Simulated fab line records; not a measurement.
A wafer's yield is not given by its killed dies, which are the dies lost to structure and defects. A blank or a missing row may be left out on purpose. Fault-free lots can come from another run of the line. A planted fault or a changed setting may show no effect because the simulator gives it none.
Problem report in the 8D (eight disciplines) form, filled by code / flow nand_harc / the parts of the form that need people (team, actions taken, sign-off) are left out

1. THE PROBLEM
A mean of 190.2 nm is read at NHARC_P_M2_CD_MEAS_09 for cd_nm, taken on 1 wafer of 1 lot, against 170.0 nm (standard deviation 1) on wafers free of any fault. Relative to the usual mean, that is a shift of +20 standard deviations.
The step: target cd 170 nm.
Earliest sighting: wafer L426.5 on cd_sem-01 at day 10 17:44. The record holds 34 wafers of 12 lots with a number at this step. Rule for "out" (also "out of limits"): further than 4 standard deviations from the usual mean. The rest of the wafers with a number are treated as sound.

2. WHAT IT IS, WHAT IT ISN'T
question=which readings at this step | is=cd_nm | is not=-
question=which lots | is=L426 | is not=L416, L418, L419, L420, L421, L422, L423, L432, L433, L437, L438
question=which wafers of those lots | is=all that have a number | is not=-
question=read on which gauges | is=cd_sem-01 | is not=cd_sem-02, cd_sem-03
question=when | is=from day 10 17:44 | is not=up to then (21 sound wafers); but 12 sound wafers of L432, L433, L437, L438 came after

3. SUSPECTS, AND WHAT RULES EACH OUT
Counting: a tool at any process step up to the reading remains a suspect when it ran all the lots that are out and ran no sound lot after the first of those.
- the gauge at NHARC_P_M2_CD_MEAS_09: kept. All the wafers that are out were read on cd_sem-01, and no step on other tools shows them out.
- rie_diel-11 at NHARC_P_M1_DESCUM_14 (chemistry O2, time 3 s): ruled out as a lasting fault. The sound lots L432, L433 went through it after L426, its earliest lot that is out (day 10 13:47).
- rie_diel-11 at NHARC_P_M1_ETCH_28 (etches the open film in CF4/N2, target depth 30 nm, time 72.99 s): ruled out as a lasting fault. The sound lots L437 went through it after L426, its earliest lot that is out (day 10 17:36). With no start given for some of its lots, NHARC_P_M1_ETCH_28 uses the hours and lot order of NHARC_P_M2_EXPOSE_06.
- arfi_scanner-01 at NHARC_P_M2_EXPOSE_06 (exposes mask P M2, target cd 170 nm): kept. It ran the lot that is out, L426 (day 10 17:36), and no sound lot after that; its last sound lot up to then is L423 (day 9 05:13).
Left after counting: arfi_scanner-01 at NHARC_P_M2_EXPOSE_06, cd_sem-01 at NHARC_P_M2_CD_MEAS_09.

4. THE CAUSE (what the simulator had put in)
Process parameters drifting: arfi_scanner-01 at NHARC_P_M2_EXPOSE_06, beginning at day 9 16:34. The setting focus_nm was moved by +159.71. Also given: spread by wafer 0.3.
This tool is one of the 2 suspects left after counting.

5. THE CHAIN OF EFFECTS, in route order
Each row: a reading whose mean over the struck wafers that have a number lies more than 3 standard deviations from the usual. Only readings whose record carries a usual standard deviation are examined. hours: median over the lots of the time between each lot's start at the first step of this table that gives one and its start at this step. sigmas: the change, counted in usual standard deviations.
hours=0; step=NHARC_P_M2_CD_MEAS_09; reading=cd_nm; usual=170.0 nm; on struck wafers=190.2; change=+20.2; sigmas=+20
Later measuring or inspecting steps at which every struck wafer that the step has a row for has a number for every such reading, and none has moved that far: NHARC_P_M2_INSPECT_11.

6. WHAT WOULD HAVE CAUGHT IT SOONER
In this record the first reading out of limits at a measuring or inspecting step was taken at day 10 17:44, 25 hours after the fault began at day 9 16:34.
No tool reading at NHARC_P_M2_EXPOSE_06 that has a usual standard deviation in the record was out on any struck wafer, so an alarm limit of 4 standard deviations on those readings would not have fired.
Each of the lots that are out, 1 in all, had begun NHARC_P_M2_EXPOSE_06 on arfi_scanner-01 no later than day 10 17:44. Had the tool been put on hold then, not one of them would have been saved.
